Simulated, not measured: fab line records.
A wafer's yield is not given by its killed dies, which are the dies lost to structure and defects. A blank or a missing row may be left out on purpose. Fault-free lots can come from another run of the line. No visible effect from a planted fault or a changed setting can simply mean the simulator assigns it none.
fab line records	flow nand-harc	part 1 of 2: steps 1 to 27 of 38
record: lots: 5	wafers: 15	last-day: 33
route steps=1302 shown HYBRID_BOND@1241 THIN_TSV@1244
lots untouched by any fault: they come from a run of this same line in which no faults occurred
start-h: start of the lot's first displayed wafer, in hours after the record's first day	wait-h: hours elapsed since this lot's preceding step	" as in the row above	L1.1+2: a single row standing in for several wafers	- value missing, or start not given	* or withheld: withheld	< > ~ a bound
route shown NAME@n: names a module that has steps shown in the file, with the first one's number in the route	usual: mean and standard deviation over wafers with no fault	same: alike in all rows	chamber/n: place in a boat	sites: readings site by site	_std_site: how widely they spread, as a standard deviation	_edge_site: the outer-site mean with the inner-site mean subtracted	radius-mm: how far each site lies from the wafer's centre	mask NAME#n: copy n	behind: tool/chamber where the wafer was last shaped	hold: why the lot was held/for how many hours/how that ended	device: the n, p or np transistor that did not switch	end of line: the tests these same wafers got at the end of their route	a step with no rows: only its recipe	killed: not the wafer's yield, but the dies lost to structure and defects at the first sort	map: dies across one wafer; x = killed, . = not, _ = none there
set.NAME: the setting that was run; set.NAME@STEP: the one run at that earlier step	model.NAME: the simulator's own value behind a step, which no gauge read
lots at selected steps of the route; one table per step, one row per wafer
services: the hour from which a tool's chamber was out of use, counted from the record's first day as start-h (under 0 if before that day), plus the number of hours and why
== steps ==
step: NHARC_HYBRID_BOND_ANNEAL_04
recipe: temp-c: 300	time-s: 7200	ramp-up-c-per-min: 5	ramp-down-c-per-min: 3	idle-temp-c: 100	pressure-atm: 1
usual: zone-power-bottom-pct: 3.86/0.25
lot.wafer	tool	chamber	start-h	wait-h	zone-power-bottom-pct
L078.1	furnace-01	0	576.96	5.4	4.09
L078.2	"	0	"	"	4.03
L078.6	"	0	"	"	4.03
L083.1	furnace-02	0	650.67	4.8	3.98
L083.2	"	0	"	"	4.00
L083.5	"	0	"	"	3.92
L086.3	furnace-02	0	664.30	9.8	3.96
L086.5	"	0	"	"	3.98
L086.6	"	0	"	"	3.92
L092.2	furnace-03	0	718.06	4.3	3.48
L092.4	"	0	"	"	3.47
L092.6	"	0	"	"	3.47
L097.1	furnace-03	0	765.73	3.8	3.47
L097.4	"	0	"	"	3.52
L097.6	"	0	"	"	3.50
step: NHARC_HYBRID_BOND_OVL_MEAS_05
usual: overlay-x-nm: 0/31	overlay-y-nm: -2/34
lot.wafer	tool	chamber	start-h	wait-h	overlay-x-nm	overlay-y-nm
L078.1	overlay-02	-	581.70	0.4	43	45
L078.2	"	-	"	"	-49	13
L078.6	"	-	"	"	3	-39
L083.1	overlay-02	-	655.37	0.4	-29	16
L083.2	"	-	"	"	-19	22
L083.5	"	-	"	"	33	-58
L086.3	overlay-02	-	669.08	0.4	11	51
L086.5	"	-	"	"	6	-24
L086.6	"	-	"	"	0	51
L092.2	overlay-01	-	722.83	0.4	21	87
L092.4	"	-	"	"	17	-60
L092.6	"	-	"	"	28	-37
L097.1	overlay-02	-	770.43	0.4	-17	-38
L097.4	"	-	"	"	-5	41
L097.6	"	-	"	"	-17	14
step: NHARC_HYBRID_BOND_INSPECT_06
recipe: inspect-instrument: ir-void
usual: raw-defect-count: 88/41
lot.wafer	tool	chamber	start-h	wait-h	raw-defect-count
L078.1	defect-inspect-02	-	581.76	0.0	67
L078.2	"	-	"	"	67
L078.6	"	-	"	"	69
L083.1	defect-inspect-02	-	655.42	0.0	123
L083.2	"	-	"	"	146
L083.5	"	-	"	"	126
L086.3	defect-inspect-02	-	669.14	0.1	20
L086.5	"	-	"	"	27
L086.6	"	-	"	"	19
L092.2	defect-inspect-02	-	722.88	0.1	110
L092.4	"	-	"	"	111
L092.6	"	-	"	"	106
L097.1	defect-inspect-02	-	770.48	0.0	140
L097.4	"	-	"	"	132
L097.6	"	-	"	"	143
step: NHARC_THIN_TSV_GRIND_00
recipe: target-thk-um: 6
usual: motor-current-A: 11.996/0.023
lot.wafer	tool	chamber	start-h	wait-h	motor-current-A
L078.1	grinder-01	0	581.91	0.1	11.997
L078.2	"	0	"	"	12.007
L078.6	"	0	"	"	11.984
L083.1	grinder-01	0	655.58	0.1	11.990
L083.2	"	0	"	"	12.002
L083.5	"	0	"	"	11.984
L086.3	grinder-01	0	669.68	0.5	12.041
L086.5	"	0	"	"	11.972
L086.6	"	0	"	"	12.004
L092.2	grinder-01	0	723.23	0.3	11.999
L092.4	"	0	"	"	11.987
L092.6	"	0	"	"	11.968
L097.1	grinder-01	0	770.64	0.1	11.990
L097.4	"	0	"	"	12.025
L097.6	"	0	"	"	12.020
step: NHARC_THIN_TSV_CMP_01
recipe: target-thk-um: 3
usual: motor-current-A: 12.4/1.3
lot.wafer	tool	chamber	start-h	wait-h	motor-current-A
L078.1	cmp-04	1	583.13	1.0	11.6
L078.2	"	0	"	"	13.3
L078.6	"	2	"	"	14.0
L083.1	cmp-02	2	656.84	1.1	13.3
L083.2	"	3	"	"	10.3
L083.5	"	0	"	"	10.9
L086.3	cmp-03	0	670.55	0.7	11.5
L086.6	"	2	"	"	14.1
L086.5	"	3	"	"	12.2
L092.2	cmp-03	0	724.27	0.8	11.2
L092.4	"	1	"	"	10.7
L092.6	"	1	"	"	11.4
L097.4	cmp-02	0	771.89	0.5	11.1
L097.1	"	2	"	"	13.3
L097.6	"	0	"	"	11.9
step: NHARC_THIN_TSV_THK_MEAS_02
recipe: thk-meas-gauge: ir
usual: thk-nm: 3026/190
lot.wafer	tool	chamber	start-h	wait-h	thk-nm
L078.1	film-metro-01	-	583.40	-	3001
L078.2	"	-	"	"	2907
L078.6	"	-	"	"	2988
L083.1	film-metro-01	-	657.06	-	2858
L083.2	"	-	"	"	2870
L083.5	"	-	"	"	3145
L086.3	film-metro-02	-	670.77	-	3126
L086.5	"	-	"	"	3068
L086.6	"	-	"	"	2876
L092.2	film-metro-01	-	724.54	-	3189
L092.4	"	-	"	"	3004
L092.6	"	-	"	"	3225
L097.1	film-metro-01	-	772.12	-	3282
L097.4	"	-	"	"	3054
L097.6	"	-	"	"	3172
step: NHARC_THIN_TSV_SRD_03
lot.wafer	tool	chamber	start-h	wait-h
L078.2+1+6	wet-bench-08	7,0,3	583.44	0.0
L083.1+5+2	wet-bench-10	4,5,6	657.11	0.0
L086.3+6+5	wet-bench-08	0,1,3	670.81	0.0
L092.2+6+4	wet-bench-08	6,0,1	724.58	0.0
L097.4+1+6	wet-bench-10	7,0,2	772.17	0.0
step: NHARC_THIN_TSV_PRECLEAN_41
recipe: time-s: *	temp-c: 50	bath-age-min: 0	chemistry: SC1
lot.wafer	tool	chamber	start-h	wait-h
L078.2+1+6	wet-bench-08	7,0,3	583.47	0.0
L083.1+5+2	wet-bench-10	4,5,6	657.13	0.0
L086.3+6+5	wet-bench-08	0,1,3	670.83	0.0
L092.2+6+4	wet-bench-08	6,0,1	724.61	0.0
L097.4+1+6	wet-bench-10	7,0,2	772.19	0.0
step: NHARC_THIN_TSV_SRD_42
lot.wafer	tool	chamber	start-h	wait-h
L078.2+1+6	wet-bench-08	7,0,3	-	-
L083.1+5+2	wet-bench-10	4,5,6	-	-
L086.3+6+5	wet-bench-08	0,1,3	-	-
L092.2+6+4	wet-bench-08	6,0,1	-	-
L097.4+1+6	wet-bench-10	7,0,2	-	-
step: NHARC_THIN_TSV_DEP_43
recipe: target-thk-a: 13285	temp-c: withheld	pressure-torr: 6.5	rf-w: 900	teos-flow-sccm: 161.4	flow-sccm: 2650	target-thk-nm: 1328.5	gas: O2	material: SiO2
usual: throttle-valve-pct: 16.3/0.5
lot.wafer	tool	chamber	start-h	wait-h	throttle-valve-pct
L078.2	pecvd-02	2	583.62	-	16.3
L078.1	"	0	"	"	16.3
L078.6	"	1	"	"	15.5
L083.1	pecvd-02	0	657.28	-	16.6
L083.2	"	1	"	"	15.5
L083.5	"	2	"	"	16.0
L086.3	pecvd-01	2	671.03	-	16.7
L086.6	"	1	"	"	16.0
L086.5	"	0	"	"	16.1
L092.2	pecvd-01	1	724.86	-	15.7
L092.4	"	2	"	"	17.2
L092.6	"	0	"	"	16.2
L097.1	pecvd-01	1	772.35	-	15.6
L097.6	"	2	"	"	17.4
L097.4	"	0	"	"	16.3
step: NHARC_THIN_TSV_DEHYDRATE_04
recipe: temp-c: 150	time-s: 120
usual: exhaust-pa: 44.9/0.88
lot.wafer	tool	chamber	start-h	wait-h	exhaust-pa
L078.1	litho-track-07	0	584.02	-	44.8
L078.2	"	0	"	"	45.9
L078.6	"	0	"	"	45.0
L083.1	litho-track-02	0	657.69	-	44.5
L083.2	"	0	"	"	45.3
L083.5	"	0	"	"	45.4
L086.3	litho-track-07	0	671.39	-	45.9
L086.5	"	0	"	"	46.1
L086.6	"	0	"	"	44.0
L092.2	litho-track-03	0	725.17	-	44.5
L092.4	"	0	"	"	44.5
L092.6	"	0	"	"	44.8
L097.1	litho-track-07	0	772.75	-	44.5
L097.4	"	0	"	"	44.6
L097.6	"	0	"	"	46.7
step: NHARC_THIN_TSV_HMDS_05
recipe: time-s: 30
usual: exhaust-pa: 45.2/0.89
lot.wafer	tool	chamber	start-h	wait-h	exhaust-pa
L078.1	litho-track-07	0	-	-	45.5
L078.2	"	0	"	"	43.9
L078.6	"	0	"	"	44.5
L083.1	litho-track-02	0	-	-	44.9
L083.2	"	0	"	"	46.3
L083.5	"	0	"	"	46.3
L086.3	litho-track-07	0	-	-	45.3
L086.5	"	0	"	"	44.2
L086.6	"	0	"	"	43.8
L092.2	litho-track-03	0	-	-	44.3
L092.4	"	0	"	"	44.6
L092.6	"	0	"	"	44.9
L097.1	litho-track-07	0	-	-	45.1
L097.4	"	0	"	"	44.6
L097.6	"	0	"	"	44.6
step: NHARC_THIN_TSV_COAT_06
recipe: spin-rpm: *
usual: exhaust-pa: 44.9/0.95
lot.wafer	tool	chamber	start-h	wait-h	exhaust-pa
L078.1	litho-track-07	0	-	-	45.1
L078.2	"	0	"	"	44.0
L078.6	"	0	"	"	46.2
L083.1	litho-track-02	0	-	-	43.3
L083.2	"	0	"	"	44.6
L083.5	"	0	"	"	45.6
L086.3	litho-track-07	0	-	-	46.0
L086.5	"	0	"	"	43.9
L086.6	"	0	"	"	44.7
L092.2	litho-track-03	0	-	-	44.5
L092.4	"	0	"	"	44.5
L092.6	"	0	"	"	44.9
L097.1	litho-track-07	0	-	-	44.5
L097.4	"	0	"	"	45.2
L097.6	"	0	"	"	46.2
step: NHARC_THIN_TSV_SOFTBAKE_07
recipe: temp-c: 122	time-s: 95
usual: exhaust-pa: 45.0/0.87
lot.wafer	tool	chamber	start-h	wait-h	exhaust-pa
L078.1	litho-track-07	0	-	-	46.1
L078.2	"	0	"	"	44.7
L078.6	"	0	"	"	45.5
L083.1	litho-track-02	0	-	-	45.7
L083.2	"	0	"	"	44.6
L083.5	"	0	"	"	44.4
L086.3	litho-track-07	0	-	-	44.2
L086.5	"	0	"	"	45.0
L086.6	"	0	"	"	47.0
L092.2	litho-track-03	0	-	-	46.2
L092.4	"	0	"	"	44.4
L092.6	"	0	"	"	45.6
L097.1	litho-track-07	0	-	-	46.4
L097.4	"	0	"	"	44.7
L097.6	"	0	"	"	44.3
step: NHARC_THIN_TSV_EBR_08
usual: exhaust-pa: 45.1/0.91
lot.wafer	tool	chamber	start-h	wait-h	exhaust-pa
L078.1	litho-track-07	0	-	-	44.4
L078.2	"	0	"	"	43.9
L078.6	"	0	"	"	44.1
L083.1	litho-track-02	0	-	-	45.8
L083.2	"	0	"	"	46.6
L083.5	"	0	"	"	46.4
L086.3	litho-track-07	0	-	-	45.0
L086.5	"	0	"	"	45.0
L086.6	"	0	"	"	44.9
L092.2	litho-track-03	0	-	-	43.5
L092.4	"	0	"	"	43.5
L092.6	"	0	"	"	44.6
L097.1	litho-track-07	0	-	-	45.5
L097.4	"	0	"	"	45.0
L097.6	"	0	"	"	45.6
step: NHARC_THIN_TSV_EXPOSE_09
recipe: na: 0.55	dose-mj: 30.7	mask-id: TSV
lot.wafer	tool	chamber	start-h	wait-h	mask
L078.1+2+6	krf-scanner-01	0	584.29	-	TSV#0
L083.1+2+5	krf-scanner-02	0	657.83	-	TSV#0
L086.3+5+6	krf-scanner-04	0	671.67	-	TSV#0
L092.2+4+6	krf-scanner-02	0	725.45	-	TSV#0
L097.1+4+6	krf-scanner-04	0	772.90	-	TSV#0
step: NHARC_THIN_TSV_PEB_10
recipe: peb-temp-c: 118	peb-time-s: 85
usual: exhaust-pa: 45.0/0.79
lot.wafer	tool	chamber	start-h	wait-h	exhaust-pa
L078.1	litho-track-03	0	584.36	0.1	44.5
L078.2	"	0	"	"	44.2
L078.6	"	0	"	"	43.9
L083.1	litho-track-03	0	657.90	0.1	44.5
L083.2	"	0	"	"	45.9
L083.5	"	0	"	"	45.1
L086.3	litho-track-07	0	671.73	0.1	45.4
L086.5	"	0	"	"	45.5
L086.6	"	0	"	"	44.2
L092.2	litho-track-02	0	725.51	0.1	44.2
L092.4	"	0	"	"	43.8
L092.6	"	0	"	"	44.5
L097.1	litho-track-03	0	772.96	0.1	44.4
L097.4	"	0	"	"	45.5
L097.6	"	0	"	"	45.5
step: NHARC_THIN_TSV_DEVELOP_11
recipe: time-s: 70
usual: exhaust-pa: 45.0/0.85
lot.wafer	tool	chamber	start-h	wait-h	exhaust-pa
L078.1	litho-track-03	0	-	-	43.8
L078.2	"	0	"	"	45.8
L078.6	"	0	"	"	45.2
L083.1	litho-track-03	0	-	-	44.4
L083.2	"	0	"	"	43.7
L083.5	"	0	"	"	43.0
L086.3	litho-track-07	0	-	-	44.0
L086.5	"	0	"	"	46.5
L086.6	"	0	"	"	44.9
L092.2	litho-track-02	0	-	-	45.5
L092.4	"	0	"	"	45.8
L092.6	"	0	"	"	45.0
L097.1	litho-track-03	0	-	-	44.7
L097.4	"	0	"	"	45.7
L097.6	"	0	"	"	47.2
step: NHARC_THIN_TSV_CD_MEAS_12
recipe: target-cd-nm: 1000	landing-energy-ev: 500
usual: cd-nm: 1000.0/2.1
same: landing-energy-ev: 500
lot.wafer	tool	chamber	start-h	wait-h	cd-nm
L078.1	cd-sem-01	0	584.45	-	1000.4
L078.2	"	0	"	"	999.8
L078.6	"	0	"	"	997.5
L083.1	cd-sem-02	0	657.99	-	998.4
L083.2	"	0	"	"	997.1
L083.5	"	0	"	"	998.4
L086.3	cd-sem-02	0	671.82	-	1000.1
L086.5	"	0	"	"	997.0
L086.6	"	0	"	"	998.1
L092.2	cd-sem-01	0	725.60	-	1000.4
L092.4	"	0	"	"	998.9
L092.6	"	0	"	"	997.9
L097.1	cd-sem-03	0	773.05	-	998.0
L097.4	"	0	"	"	995.6
L097.6	"	0	"	"	998.3
step: NHARC_THIN_TSV_HARDBAKE_13
recipe: temp-c: 125	time-s: 80
usual: exhaust-pa: 45.2/0.86
lot.wafer	tool	chamber	start-h	wait-h	exhaust-pa
L078.1	litho-track-07	0	584.53	-	45.1
L078.2	"	0	"	"	45.9
L078.6	"	0	"	"	44.0
L083.1	litho-track-07	0	658.07	-	45.4
L083.2	"	0	"	"	45.2
L083.5	"	0	"	"	45.1
L086.3	litho-track-02	0	671.90	-	45.7
L086.5	"	0	"	"	44.4
L086.6	"	0	"	"	46.6
L092.2	litho-track-02	0	725.68	-	43.4
L092.4	"	0	"	"	43.6
L092.6	"	0	"	"	43.7
L097.1	litho-track-02	0	773.13	-	45.2
L097.4	"	0	"	"	46.0
L097.6	"	0	"	"	46.1
step: NHARC_THIN_TSV_DESCUM_14
recipe: time-s: 3	o2-flow-sccm: 200	ar-flow-sccm: 0	bias-power-w: 0	chemistry: O2
usual: drypump-motor-current-A: 5.3/0.44	oes-product-au: 0.995/0.0093	rf-vpp-V: 57.7/0.9	showerhead-plenum-p-Torr: 1.87/0.079	throttle-valve-pct: 11.311/0.0089
lot.wafer	tool	chamber	start-h	wait-h	drypump-motor-current-A	oes-product-au	rf-hours-counter-h	rf-vpp-V	showerhead-plenum-p-Torr	throttle-valve-pct
L078.2	rie-diel-13	1	584.61	-	5.0	0.982	3.7	57.7	1.87	11.293
L078.1	"	2	"	"	6.2	0.992	3.4	56.9	1.80	11.318
L078.6	"	1	"	"	5.0	0.975	-	57.6	1.88	11.311
L083.2	rie-diel-13	3	658.15	-	5.1	1.003	7.8	56.8	1.89	11.312
L083.1	"	1	"	"	5.0	0.995	9.2	58.7	1.87	11.319
L083.5	"	3	"	"	5.0	0.996	-	58.5	1.89	11.306
L086.3	rie-diel-09	0	671.99	-	5.8	0.994	8.2	57.8	1.85	11.313
L086.5	"	2	"	"	4.8	0.990	-	56.9	1.89	11.313
L086.6	"	3	"	"	5.1	0.993	-	59.1	1.82	11.324
L092.4	rie-diel-09	2	725.76	-	4.7	0.998	1.4	58.0	1.89	11.297
L092.2	"	1	"	"	5.8	0.992	1.9	57.6	2.02	11.302
L092.6	"	2	"	"	4.8	0.997	-	58.7	1.89	11.318
L097.4	rie-diel-08	3	773.21	-	5.2	0.987	2.1	56.0	1.79	11.310
L097.1	"	2	"	"	4.8	0.981	2.0	58.9	1.94	11.310
L097.6	"	3	"	"	5.2	0.991	-	58.4	1.79	11.300
step: NHARC_THIN_TSV_ETCH_44
recipe: target-depth-a: 15942	time-s: 797.1	cf4-flow-sccm: 150	o2-flow-sccm: 10	ar-flow-sccm: 0	rf-w: 300	bias-w: 800	chemistry: CF4/O2
usual: drypump-motor-current-A: 5.3/0.46	oes-product-au: 0.994/0.0089	rf-vpp-V: 792/4.6	showerhead-plenum-p-Torr: 1.80/0.073	throttle-valve-pct: 16.913/0.0084
lot.wafer	tool	chamber	start-h	wait-h	drypump-motor-current-A	oes-product-au	rf-hours-counter-h	rf-vpp-V	showerhead-plenum-p-Torr	throttle-valve-pct
L078.2	rie-diel-13	2	584.75	0.1	6.2	0.997	3.6	787	1.73	16.911
L078.1	"	3	"	"	5.1	0.994	2.8	792	1.81	16.906
L078.6	"	2	"	"	6.2	0.996	-	788	1.73	16.919
L083.1	rie-diel-13	3	658.29	0.1	5.1	1.000	7.9	794	1.81	16.905
L083.2	"	1	"	"	5.0	0.990	9.3	793	1.80	16.907
L083.5	"	3	"	"	5.1	0.998	-	794	1.81	16.922
L086.3	rie-diel-09	3	672.12	0.1	5.1	0.992	7.3	789	1.75	16.902
L086.6	"	2	"	"	4.8	0.991	-	794	1.81	16.907
L086.5	"	3	"	"	5.1	0.998	-	789	1.75	16.914
L092.2	rie-diel-09	2	725.95	0.2	4.7	0.997	1.5	793	1.81	16.915
L092.4	"	3	"	"	5.1	0.997	1.6	790	1.75	16.921
L092.6	"	1	"	"	5.8	0.995	-	799	1.92	16.919
L097.4	rie-diel-08	3	773.30	0.1	5.2	0.990	2.2	788	1.72	16.927
L097.1	"	0	"	"	5.0	1.006	1.9	789	1.75	16.899
L097.6	"	3	"	"	5.2	0.998	-	787	1.72	16.926
step: NHARC_THIN_TSV_ETCH_15
recipe: target-depth-a: 30000	bosch-target-overetch-cycles: 2	bosch-etch-step-s: 2.8	bosch-dep-step-s: 1.2	bosch-cycles: 14
usual: drypump-motor-current-A: 5.5/0.46
lot.wafer	tool	chamber	start-h	wait-h	drypump-motor-current-A	rf-hours-counter-h
L078.2	rie-si-03	1	585.26	-	5.5	0
L078.1	"	0	"	"	5.8	0
L078.6	"	1	"	"	5.5	-
L083.2	rie-si-03	1	658.80	-	5.5	0.4
L083.1	"	2	"	"	5.2	0.4
L083.5	"	1	"	"	5.5	-
L086.3	rie-si-02	3	672.66	-	5.5	0.2
L086.6	"	0	"	"	6.5	-
L086.5	"	1	"	"	5.0	-
L092.4	rie-si-02	0	726.41	-	6.5	0.6
L092.2	"	1	"	"	5.0	0.6
L092.6	"	1	"	"	5.0	-
L097.4	rie-si-02	1	773.88	-	5.0	0.9
L097.1	"	3	"	"	5.5	0.8
L097.6	"	0	"	"	6.5	-
step: NHARC_THIN_TSV_CD_MEAS_16
usual: cd-nm: 1000.3/2.1
lot.wafer	tool	chamber	start-h	wait-h	cd-nm
L078.1	cd-sem-03	-	585.40	0.1	1000.0
L078.2	"	-	"	"	999.8
L078.6	"	-	"	"	997.9
L083.1	cd-sem-03	-	658.95	0.1	998.9
L083.2	"	-	"	"	998.3
L083.5	"	-	"	"	999.1
L086.3	cd-sem-02	-	672.78	0.1	999.1
L086.5	"	-	"	"	997.4
L086.6	"	-	"	"	998.6
L092.2	cd-sem-02	-	726.55	0.1	1000.4
L092.4	"	-	"	"	999.4
L092.6	"	-	"	"	997.5
L097.1	cd-sem-03	-	774.01	0.1	997.5
L097.4	"	-	"	"	995.5
L097.6	"	-	"	"	998.2
step: NHARC_THIN_TSV_STRIP_45
recipe: power-w: 1500	temp-c: 250	chemistry: O2
usual: drypump-motor-current-A: 5.6/0.37	heater-power-w: 348/11
lot.wafer	tool	chamber	start-h	wait-h	drypump-motor-current-A	heater-power-w	rf-hours-counter-h
L078.2	plasma-asher-02	0	585.48	0.1	5.8	331	31
L078.1	"	1	"	"	6.1	351	31
L078.6	"	0	"	"	5.8	323	-
L083.1	plasma-asher-02	0	659.02	0.1	5.8	349	9
L083.2	"	1	"	"	6.1	346	9
L083.5	"	0	"	"	5.8	352	-
L086.3	plasma-asher-02	0	673.18	0.4	5.8	346	-
L086.6	"	1	"	"	6.1	366	-
L086.5	"	0	"	"	5.8	351	-
L092.2	plasma-asher-02	1	726.67	0.1	6.1	353	25
L092.4	"	0	"	"	5.8	355	-
L092.6	"	0	"	"	5.8	346	-
L097.1	plasma-asher-01	1	774.14	0.1	5.5	330	12
L097.4	"	0	"	"	5.0	363	-
L097.6	"	1	"	"	5.5	340	-
step: NHARC_THIN_TSV_STRIP_46
recipe: time-s: 1200	temp-c: 72.5	chemistry: post-etch-residue-remover
lot.wafer	tool	chamber	start-h	wait-h
L078.1+6+2	wet-bench-08	1,3,6	585.82	0.3
L083.5+2+1	wet-bench-08	7,0,1	659.38	0.1
L086.5+6+3	wet-bench-08	7,1,3	673.40	0.1
L092.4+6+2	wet-bench-08	6,1,3	726.98	0.2
L097.4+1+6	wet-bench-08	7,0,4	774.44	0.2
step: NHARC_THIN_TSV_DEP_47
recipe: target-thk-a: 2000	temp-c: withheld	pressure-torr: 6.5	rf-w: 900	teos-flow-sccm: 161.4	flow-sccm: 2650	target-thk-nm: 200	gas: O2	material: SiO2
usual: throttle-valve-pct: 16.2/0.45
lot.wafer	tool	chamber	start-h	wait-h	throttle-valve-pct
L078.1	pecvd-02	1	586.28	-	15.7
L078.2	"	2	"	"	16.4
L078.6	"	0	"	"	16.1
L083.1	pecvd-01	1	659.82	-	15.8
L083.2	"	2	"	"	16.6
L083.5	"	0	"	"	16.4
L086.3	pecvd-02	0	673.89	-	16.4
L086.5	"	2	"	"	15.6
L086.6	"	1	"	"	15.7
L092.2	pecvd-02	0	727.43	-	16.6
L092.4	"	0	"	"	16.5
L092.6	"	2	"	"	16.2
L097.1	pecvd-01	2	775.04	-	17.3
L097.4	"	1	"	"	16.0
L097.6	"	2	"	"	17.2
